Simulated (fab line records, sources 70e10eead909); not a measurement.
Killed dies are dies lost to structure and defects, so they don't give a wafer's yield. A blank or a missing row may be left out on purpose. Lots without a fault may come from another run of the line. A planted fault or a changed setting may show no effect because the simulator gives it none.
Which tool did it? | flow nand_harc | 12 lots, 36 wafers sampled, at 6 steps of a route of 1302

WHAT THE GAUGES READ, wafer by wafer
NHARC_P_CONTACT_CD_MEAS_12: target cd 90 nm.
lot  | measured     | on        | cd_nm (nm)
L191 | day 5 17:50  | cd_sem-02 | 90.3 90.8 90.4
L193 | day 7 03:20  | cd_sem-01 | 89.7 90.0 89.4
L195 | day 7 12:20  | cd_sem-01 | 90.2 89.0 90.5
L196 | day 8 03:23  | cd_sem-02 | 89.2 89.7 89.4
L200 | day 9 10:55  | cd_sem-01 | 90.2 89.4 89.8
L199 | day 9 11:37  | cd_sem-01 | 90.1 90.0 90.5
L203 | day 10 20:45 | cd_sem-01 | 90.3 90.6 90.4
L205 | day 11 22:44 | cd_sem-02 | 89.5 90.6 89.6
L204 | day 11 23:22 | cd_sem-02 | 89.5 89.9 90.3
L206 | day 12 05:38 | cd_sem-02 | 91.2 89.9 90.3
L212 | day 14 22:26 | cd_sem-03 | 84.7 89.9 90.6
L213 | day 15 01:19 | cd_sem-02 | 83.5 88.7 89.3

NHARC_END_SORT_01.
lot  | measured     | on        | killed_at_array | killed_at_other | killed_at_periphery | killed_dies | killed_open | killed_short
L191 | day 24 00:41 | prober-01 | 40 40 36        | 0 1 0           | 0 1 6               | 40 42 42    | 2 1 2       | 3 0 2
L205 | day 29 21:09 | prober-02 | 66 65 60        | 1 1 0           | 4 3 5               | 71 69 65    | 5 2 3       | 3 3 4
L206 | day 30 13:58 | prober-01 | 43 37 38        | 0 0 0           | 3 3 1               | 46 40 39    | 4 3 2       | 1 1 2
L212 | day 33 09:48 | prober-01 | 51 45 45        | 0 1 1           | 5 3 6               | 56 49 52    | 2 2 5       | 3 0 3
L213 | day 34 04:30 | prober-02 | 75 66 84        | 1 3 0           | 6 3 4               | 82 72 88    | 3 2 1       | 3 6 1

WHICH TOOL RAN EACH LOT (tool, then ch and the chambers of the sampled wafers, then the start)
lot  | NHARC_P_GATE_DEGAS_109       | NHARC_P_CONTACT_EXPOSE_09          | NHARC_P_CONTACT_ETCH_35            | NHARC_P_CONTACT_ETCH_31
L191 | pvd_sputter-01, day 5 15:16  | arfi_scanner-03 ch 0, day 5 17:42  | rie_diel-04 ch 0,1,2, day 5 18:07  | rie_diel-04 ch 1,2,3, day 24 00:41 or earlier
L193 | pvd_sputter-02, day 7 00:46  | arfi_scanner-02 ch 0, day 7 03:12  | rie_diel-13 ch 1,3, day 7 03:38    | rie_diel-13 ch 1,3, no start
L195 | pvd_sputter-02, day 7 09:53  | arfi_scanner-01 ch 0, day 7 12:11  | rie_diel-10 ch 0,1,3, day 7 12:37  | rie_diel-10 ch 0,2,3, no start
L196 | pvd_sputter-01, day 8 00:56  | arfi_scanner-01 ch 0, day 8 03:16  | rie_diel-10 ch 0,1,3, day 8 03:40  | rie_diel-10 ch 1,2,3, no start
L200 | pvd_sputter-02, day 9 08:28  | arfi_scanner-01 ch 0, day 9 10:47  | rie_diel-10 ch 0,1,2, day 9 11:12  | rie_diel-10 ch 2,3, no start
L199 | pvd_sputter-02, day 9 09:04  | arfi_scanner-02 ch 0, day 9 11:29  | rie_diel-13 ch 1,2,3, day 9 11:53  | rie_diel-13 ch 0,1,2, no start
L203 | pvd_sputter-03, day 10 18:10 | arfi_scanner-03 ch 0, day 10 20:37 | rie_diel-04 ch 0,1, day 10 21:02   | rie_diel-04 ch 1,3, no start
L205 | pvd_sputter-01, day 11 20:12 | arfi_scanner-02 ch 0, day 11 22:36 | rie_diel-10 ch 0,1, day 11 23:01   | rie_diel-10 ch 1,2, day 29 21:09 or earlier
L204 | pvd_sputter-02, day 11 20:55 | arfi_scanner-02 ch 0, day 11 23:13 | rie_diel-04 ch 1,2,3, day 11 23:38 | rie_diel-04 ch 0,2,3, no start
L206 | pvd_sputter-03, day 12 03:12 | arfi_scanner-02 ch 0, day 12 05:30 | rie_diel-04 ch 1,2,3, day 12 05:55 | rie_diel-04 ch 1,2,3, day 30 13:58 or earlier
L212 | pvd_sputter-02, day 14 19:37 | arfi_scanner-01 ch 0, day 14 22:17 | rie_diel-04 ch 1,2,3, day 14 22:43 | rie_diel-04 ch 0,1, day 33 09:48 or earlier
L213 | pvd_sputter-01, day 14 21:54 | arfi_scanner-01 ch 0, day 15 01:11 | rie_diel-10 ch 1,2,3, day 15 01:36 | rie_diel-10 ch 1,2,3, day 34 04:30 or earlier
- NHARC_P_GATE_DEGAS_109: time 60 s.
- NHARC_P_CONTACT_EXPOSE_09: exposes mask P CA, target cd 90 nm.
- NHARC_P_CONTACT_ETCH_35: etches the open film in CF4, target depth 39 nm, time 65 s.
- NHARC_P_CONTACT_ETCH_31: etches the open film in CH3F/O2, target depth 30 nm, time 85.7 s.

WHAT THE TOOLS THEMSELVES READ (means of the sampled wafers that have a number; where no wafer has one, the mark that the record gives instead)
NHARC_P_GATE_DEGAS_109.
lot  | tool           | heater_power_w (W)
L191 | pvd_sputter-01 | 424
L193 | pvd_sputter-02 | 490
L195 | pvd_sputter-02 | 506
L196 | pvd_sputter-01 | 459
L200 | pvd_sputter-02 | 473
L199 | pvd_sputter-02 | 478
L203 | pvd_sputter-03 | 496
L205 | pvd_sputter-01 | 473
L204 | pvd_sputter-02 | 507
L206 | pvd_sputter-03 | 480
L212 | pvd_sputter-02 | 475
L213 | pvd_sputter-01 | 466

NHARC_P_CONTACT_ETCH_35.
lot  | tool        | drypump_motor_current_A (A) | mfc_ar_sccm (sccm) | oes_product_au (a.u.) | rf_vpp_V (V) | showerhead_plenum_p_Torr (Torr) | throttle_valve_pct (%)
L191 | rie_diel-04 | 5.5                         | 0.002              | 1.006                 | 152.0        | 1.78                            | 13.285
L193 | rie_diel-13 | 5.7                         | 0.017              | 0.997                 | 151.0        | 1.77                            | 13.277
L195 | rie_diel-10 | 5.2                         | 0.015              | 0.994                 | 151.1        | 1.75                            | 13.292
L196 | rie_diel-10 | 5.2                         | 0.015              | 0.993                 | 151.6        | 1.75                            | 13.285
L200 | rie_diel-10 | 5.3                         | 0.014              | 0.997                 | 150.9        | 1.76                            | 13.284
L199 | rie_diel-13 | 5.8                         | 0.010              | 0.998                 | 150.9        | 1.79                            | 13.289
L203 | rie_diel-04 | 5.4                         | 0.004              | 0.996                 | 150.8        | 1.76                            | 13.277
L205 | rie_diel-10 | 5.2                         | 0.014              | 0.997                 | 151.6        | 1.73                            | 13.288
L204 | rie_diel-04 | 5.3                         | 0.000              | 1.002                 | 152.0        | 1.83                            | 13.286
L206 | rie_diel-04 | 5.3                         | 0.000              | 0.998                 | 151.9        | 1.83                            | 13.282
L212 | rie_diel-04 | 5.3                         | 0.000              | 0.998                 | 152.7        | 1.83                            | 13.281
L213 | rie_diel-10 | 5.0                         | 0.001              | 1.005                 | 150.2        | 1.73                            | 13.281

NHARC_P_CONTACT_ETCH_31.
lot  | tool        | drypump_motor_current_A (A) | mfc_ar_sccm (sccm) | oes_product_au (a.u.) | rf_vpp_V (V) | showerhead_plenum_p_Torr (Torr) | throttle_valve_pct (%)
L191 | rie_diel-04 | 5.3                         | 200.1              | 0.986                 | 245.1        | 2.55                            | 20.663
L193 | rie_diel-13 | 5.6                         | 199.8              | 0.961                 | 244.3        | 2.40                            | 20.663
L195 | rie_diel-10 | 5.3                         | 200.2              | 0.982                 | 244.1        | 2.47                            | 20.663
L196 | rie_diel-10 | 5.0                         | 199.7              | 0.951                 | 243.5        | 2.41                            | 20.653
L200 | rie_diel-10 | 5.0                         | 200.2              | 0.965                 | 242.4        | 2.43                            | 20.669
L199 | rie_diel-13 | 5.9                         | 199.5              | 0.994                 | 243.8        | 2.46                            | 20.659
L203 | rie_diel-04 | 5.1                         | 199.4              | 0.979                 | 246.0        | 2.59                            | 20.667
L205 | rie_diel-10 | 5.2                         | 200.1              | 0.977                 | 243.4        | 2.42                            | 20.661
L204 | rie_diel-04 | 5.5                         | 200.4              | 0.955                 | 245.7        | 2.47                            | 20.667
L206 | rie_diel-04 | 5.3                         | 199.9              | 0.976                 | 245.1        | 2.55                            | 20.658
L212 | rie_diel-04 | 5.3                         | 200.0              | 0.945                 | 246.3        | 2.52                            | 20.663
L213 | rie_diel-10 | 5.1                         | 199.7              | 0.978                 | 243.3        | 2.40                            | 20.669

THE ANSWER, worked out from the rows above alone
Rule: what is usual is taken from the lots themselves. Put in order of their means at a reading, lots are off if they are a third of the lots or fewer, leave a main group of 4 or more, and stand apart from it by a gap of 3 or more times the standard deviation of the main group's means; of several such gaps the widest counts. A main group whose means are all the same, to the digits that the tables above print for the reading, isn't used. A lot without any number at a reading at which 4 lots or more have one is off too. The other lots that the step has rows for count as sound. The gauges are gone through in route order, then the tools' own readings, and for those a lot's mean is taken as printed above. The first step at which some lot is off is used, and at that step the reading that is off furthest; a lot without a number counts as furthest.
Off: L212, L213, at NHARC_P_CONTACT_CD_MEAS_12 (cd_nm). The main group: mean 90.0 nm, standard deviation 0.34.
A tool fits if, at a process step before that reading, it ran every lot that is off, and no sound lot after the first of them. The gauges at NHARC_P_CONTACT_CD_MEAS_12 are tried like those tools. One fits: arfi_scanner-01 at NHARC_P_CONTACT_EXPOSE_09. Its last sound lot is L200 (day 9 10:47), its first lot that is off L212 (day 14 22:17): a fault that began between those two fits.

WHAT THE SIMULATOR HAD PUT IN
Process parameter drift: arfi_scanner-01, from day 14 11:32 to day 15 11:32, at NHARC_P_CONTACT_EXPOSE_09. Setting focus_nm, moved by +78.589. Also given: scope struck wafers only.
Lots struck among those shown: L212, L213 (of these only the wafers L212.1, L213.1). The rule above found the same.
